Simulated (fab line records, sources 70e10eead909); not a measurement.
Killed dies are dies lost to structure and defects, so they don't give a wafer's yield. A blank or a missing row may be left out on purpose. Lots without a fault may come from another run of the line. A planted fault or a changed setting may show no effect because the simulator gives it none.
Chamber matching | flow nand_harc | NHARC_A_CONTACT_ETCH_91 on rie_diel-06: 4 sister chambers
The step etches the open film in CH3F/O2, target depth 40 nm, time 85.7 s. 8 wafers are shown with their chamber, then 7 later ones without.

WAFERS WITH THEIR CHAMBER
wafer  | chamber | showerhead_plenum_p_Torr (Torr) | drypump_motor_current_A (A)
L431.4 | 0       | 2.34                            | 6.1
L437.2 | 1       | 2.39                            | 4.9
L437.6 | 3       | 2.42                            | 5.9
L438.1 | 2       | 2.36                            | 5.8
L438.5 | 2       | 2.36                            | 5.9
L438.6 | 1       | 2.39                            | 4.8
L446.1 | 3       | 2.42                            | 5.9
L446.2 | 0       | 2.33                            | 6.1

WAFERS WITHOUT THEIR CHAMBER
wafer  | showerhead_plenum_p_Torr (Torr) | drypump_motor_current_A (A)
L446.5 | 2.35                            | 5.8
L449.3 | 2.41                            | 5.9
L449.5 | 2.41                            | 5.9
L449.6 | 2.33                            | 6.1
L451.3 | 2.41                            | 5.9
L451.4 | 2.33                            | 6.1
L451.5 | 2.38                            | 4.9

WHICH CHAMBER EACH WENT THROUGH
wafer  | from the rows above | in truth
L446.5 | 2                   | 2
L449.3 | 3                   | 3
L449.5 | 3                   | 3
L449.6 | 0                   | 0
L451.3 | 3                   | 3
L451.4 | 0                   | 0
L451.5 | 1                   | 1
Placed correctly: 7 of 7. Can't be placed from these rows: 0. Placed wrongly: 0.
How it was worked out, from the rows above alone: a wafer's distance from a chamber is the root of the sum, over the readings, of the square of ((its reading less the chamber's mean) divided by the reading's scatter). The wafer belongs to the nearest chamber; if the next one is less than 2 further off, it can't be placed. A chamber's mean is the mean of its shown wafers. The scatter: the root of (the sum of the squares of (reading less its chamber's mean) over the shown wafers, divided by (wafers less chambers)).
